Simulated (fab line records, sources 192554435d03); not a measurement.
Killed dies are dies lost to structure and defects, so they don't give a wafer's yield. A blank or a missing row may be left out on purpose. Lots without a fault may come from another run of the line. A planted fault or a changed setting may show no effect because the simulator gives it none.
Chamber matching | flow n5_finfet | N5_BEOL_M13_ETCH_67 on rie_diel-02: 4 sister chambers
The step etches SiARC in CF4, target depth 143 nm, time 238.3 s. 18 wafers are shown with their chamber, then 9 later ones without.

WAFERS WITH THEIR CHAMBER
wafer  | chamber | drypump_motor_current_A (A) | showerhead_plenum_p_Torr (Torr) | throttle_valve_pct (%)
L074.1 | 1       | 5.64                        | 2.07                            | 15.54
L074.2 | 0       | 5.12                        | 2.18                            | 15.73
L074.5 | 1       | 5.65                        | 2.07                            | 15.56
L076.1 | 3       | 5.31                        | 2.04                            | 15.65
L076.2 | 2       | 5.84                        | 2.15                            | 15.16
L076.4 | 2       | 5.81                        | 2.15                            | 15.18
L079.1 | 3       | 5.36                        | 2.04                            | 15.66
L079.4 | 0       | 5.12                        | 2.18                            | 15.24
L079.6 | 3       | 5.37                        | 2.04                            | 15.68
L080.4 | 0       | 5.11                        | 2.18                            | 15.22
L080.5 | 0       | 5.13                        | 2.18                            | 15.22
L080.6 | 3       | 5.36                        | 2.04                            | 15.65
L081.3 | 0       | 5.12                        | 2.18                            | 15.25
L081.4 | 2       | 5.82                        | 2.15                            | 15.20
L081.5 | 0       | 5.12                        | 2.18                            | 15.24
L087.1 | 2       | 5.81                        | 2.14                            | 15.22
L087.5 | 1       | 5.66                        | 2.06                            | 15.62
L087.6 | 0       | 5.10                        | 2.17                            | 15.27

SIGNATURES (means of the wafers above)
reading                  | chamber 0 | chamber 1 | chamber 2 | chamber 3 | scatter within a chamber
drypump_motor_current_A  | 5.1171    | 5.6500    | 5.8200    | 5.3500    | 0.0159
showerhead_plenum_p_Torr | 2.1786    | 2.0667    | 2.1475    | 2.0400    | 0.00403
throttle_valve_pct       | 15.3100   | 15.5733   | 15.1900   | 15.6600   | 0.124
Rule: a wafer's distance from a chamber is the root of the sum, over the readings, of the square of ((its reading less the chamber's mean) divided by the reading's scatter). The wafer belongs to the nearest chamber; if the next one is less than 2 further off, it can't be placed. The scatter: the root of (the sum of the squares of (reading less its chamber's mean) over the shown wafers, divided by (wafers less chambers)).

WAFERS WITHOUT THEIR CHAMBER
wafer  | drypump_motor_current_A (A) | showerhead_plenum_p_Torr (Torr) | throttle_valve_pct (%)
L088.1 | 5.33                        | 2.03                            | 15.70
L088.4 | 5.11                        | 2.17                            | 15.28
L088.5 | 5.33                        | 2.03                            | 15.69
L091.1 | 5.84                        | 2.14                            | 15.24
L091.4 | 5.61                        | 2.06                            | 15.63
L091.5 | 5.64                        | 2.06                            | 15.64
L095.3 | 5.10                        | 2.16                            | 15.32
L095.5 | 5.65                        | 2.06                            | 15.65
L095.6 | 5.83                        | 2.14                            | 15.28

WHICH CHAMBER EACH WENT THROUGH
wafer  | from the rows above | in truth
L088.1 | 3                   | 3
L088.4 | 0                   | 0
L088.5 | 3                   | 3
L091.1 | 2                   | 2
L091.4 | 1                   | 1
L091.5 | 1                   | 1
L095.3 | 0                   | 0
L095.5 | 1                   | 1
L095.6 | 2                   | 2
Placed correctly: 9 of 9. Can't be placed from these rows: 0. Placed wrongly: 0.
